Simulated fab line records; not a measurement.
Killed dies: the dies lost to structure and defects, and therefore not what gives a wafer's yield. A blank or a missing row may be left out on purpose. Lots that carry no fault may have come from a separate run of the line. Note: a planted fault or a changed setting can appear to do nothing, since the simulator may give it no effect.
Matching of chambers + flow n5_finfet + N5_BEOL_M0_SAQP_STRIP_75 on rie_diel-02: 4 sister chambers
The step strips in CF4. 4 wafers are shown with their chamber, then 8 later ones without.

== WAFERS, EACH WITH ITS CHAMBER ==
| wafer  | chamber | showerhead_plenum_p_Torr (Torr) |
|--------|---------|---------------------------------|
| L081.2 | 2       | 1.71                            |
| L082.1 | 0       | 1.86                            |
| L082.4 | 1       | 1.87                            |
| L084.3 | 3       | 1.78                            |

== WAFERS WITHOUT THEIR CHAMBER ==
| wafer  | showerhead_plenum_p_Torr (Torr) |
|--------|---------------------------------|
| L084.4 | 1.71                            |
| L084.6 | 1.86                            |
| L092.1 | 1.78                            |
| L092.4 | 1.87                            |
| L092.6 | 1.85                            |
| L097.3 | 1.87                            |
| L097.4 | 1.85                            |
| L097.6 | 1.70                            |

== WHICH CHAMBER EACH WENT THROUGH ==
| wafer  | from the rows above     | in truth |
|--------|-------------------------|----------|
| L084.4 | 2                       | 2        |
| L084.6 | can't be placed: 0 or 1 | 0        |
| L092.1 | 3                       | 3        |
| L092.4 | can't be placed: 1 or 0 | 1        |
| L092.6 | can't be placed: 0 or 1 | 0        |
| L097.3 | can't be placed: 1 or 0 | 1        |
| L097.4 | can't be placed: 0 or 1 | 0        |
| L097.6 | 2                       | 2        |
3 of 8 placed correctly. Cannot be placed on the basis of these rows: 5; the candidates contain the true chamber in 5. Placed wrongly: 0.
How it was worked out, from the rows above alone: a wafer's distance from a chamber is the root of the sum, over the readings, of the square of ((its reading less the chamber's mean) divided by the reading's scatter). If the next closest chamber is less than 2 further off than the closest, the wafer can't be placed; otherwise it belongs to the closest. The mean given for a chamber averages the wafers shown for that chamber. The scatter (one wafer shown for each chamber): square how far every hidden wafer sits from the nearest shown wafer, average those squares and take the square root.
